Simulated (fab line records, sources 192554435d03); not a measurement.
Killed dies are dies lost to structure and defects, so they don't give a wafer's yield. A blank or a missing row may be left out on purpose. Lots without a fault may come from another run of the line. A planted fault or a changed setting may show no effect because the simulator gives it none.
Chamber matching | flow n5_finfet | N5_DUMMY_GATE_HM_OPEN_21 on rie_diel-02: 4 sister chambers
The step chemistry CH3F/O2, target SiNx, target depth 120 nm, time 171.4 s. 18 wafers are shown with their chamber, then 8 later ones without.

WAFERS WITH THEIR CHAMBER
wafer  | chamber | drypump_motor_current_A (A) | showerhead_plenum_p_Torr (Torr) | throttle_valve_pct (%)
L075.2 | 2       | 6.6                         | 1.89                            | 16.44
L075.4 | 3       | 6.2                         | 1.94                            | 16.79
L075.6 | 1       | 5.6                         | 2.12                            | 16.38
L078.1 | 0       | 6.8                         | 1.92                            | 16.36
L078.3 | 1       | 5.5                         | 2.12                            | 16.40
L078.5 | 3       | 6.2                         | 1.94                            | 16.78
L081.3 | 0       | 6.8                         | 1.92                            | 16.36
L081.5 | 2       | 6.7                         | 1.89                            | 16.45
L081.6 | 1       | 5.5                         | 2.12                            | 16.39
L083.1 | 2       | 6.7                         | 1.89                            | 16.47
L083.4 | 1       | 5.5                         | 2.12                            | 16.41
L083.6 | 0       | 6.8                         | 1.91                            | 16.37
L087.2 | 0       | 6.8                         | 1.91                            | 16.40
L087.4 | 3       | 6.2                         | 1.93                            | 16.80
L087.6 | 1       | 5.5                         | 2.11                            | 16.41
L090.1 | 2       | 6.6                         | 1.88                            | 16.50
L090.2 | 1       | 5.5                         | 2.11                            | 16.44
L090.4 | 3       | 6.2                         | 1.93                            | 16.84

SIGNATURES (means of the wafers above)
reading                  | chamber 0 | chamber 1 | chamber 2 | chamber 3 | scatter within a chamber
drypump_motor_current_A  | 6.800     | 5.517     | 6.650     | 6.200     | 0.0362
showerhead_plenum_p_Torr | 1.9150    | 2.1167    | 1.8875    | 1.9350    | 0.0054
throttle_valve_pct       | 16.3725   | 16.4050   | 16.4650   | 16.8025   | 0.023
Rule: a wafer's distance from a chamber is the root of the sum, over the readings, of the square of ((its reading less the chamber's mean) divided by the reading's scatter). The wafer belongs to the nearest chamber; if the next one is less than 2 further off, it can't be placed. The scatter: the root of (the sum of the squares of (reading less its chamber's mean) over the shown wafers, divided by (wafers less chambers)).

WAFERS WITHOUT THEIR CHAMBER
wafer  | drypump_motor_current_A (A) | showerhead_plenum_p_Torr (Torr) | throttle_valve_pct (%)
L092.2 | 6.2                         | 1.93                            | 16.83
L092.3 | 5.5                         | 2.11                            | 16.45
L092.5 | 6.2                         | 1.93                            | 16.81
L093.1 | 5.6                         | 2.11                            | 16.44
L093.2 | 6.7                         | 1.88                            | 16.50
L094.2 | 6.2                         | 1.93                            | 16.85
L094.5 | 6.2                         | 1.93                            | 16.83
L094.6 | 6.7                         | 1.88                            | 16.52

WHICH CHAMBER EACH WENT THROUGH
wafer  | from the rows above | in truth
L092.2 | 3                   | 3
L092.3 | 1                   | 1
L092.5 | 3                   | 3
L093.1 | 1                   | 1
L093.2 | 2                   | 2
L094.2 | 3                   | 3
L094.5 | 3                   | 3
L094.6 | 2                   | 2
Placed correctly: 8 of 8. Can't be placed from these rows: 0. Placed wrongly: 0.
